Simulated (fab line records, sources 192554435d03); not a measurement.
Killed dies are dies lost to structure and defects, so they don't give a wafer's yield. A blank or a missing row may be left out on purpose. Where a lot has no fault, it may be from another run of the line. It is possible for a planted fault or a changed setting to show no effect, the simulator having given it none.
Matching of chambers -- flow n5_finfet -- N5_BEOL_M0_SAQP_PECVD_97 on pecvd-04: 3 sister chambers
The step deposits SiNx from SiH4/NH3/N2, target thk 23 nm, time 19.9 s. 3 wafers are shown with their chamber, then 8 later ones without.

EACH WAFER AND ITS CHAMBER
wafer,chamber,throttle_valve_pct (%)
L081.6,0,43.6
L091.6,2,40.0
L093.1,1,41.8

WAFERS MISSING THEIR CHAMBER
wafer,throttle_valve_pct (%)
L093.4,43.9
L093.6,40.1
L094.1,40.2
L094.2,41.7
L094.3,43.8
L095.3,40.1
L095.5,43.7
L095.6,39.9

WHICH CHAMBER EACH ONE RAN IN
wafer,from the rows above,in truth
L093.4,0,0
L093.6,2,2
L094.1,2,2
L094.2,1,1
L094.3,0,0
L095.3,2,2
L095.5,0,0
L095.6,2,2
Placed correctly: 8 of 8. From these rows, 0 cannot be placed. 0 placed wrongly.
How it was worked out, from the rows above alone: a wafer's distance from a chamber is the root of the sum, over the readings, of the square of ((its reading less the chamber's mean) divided by the reading's scatter). The wafer belongs to the nearest chamber; if the next one is less than 2 further off, it can't be placed. Each chamber's mean is taken over the wafers shown for it. The scatter (one wafer shown for each chamber): square how far every hidden wafer sits from the nearest shown wafer, average those squares and take the square root.
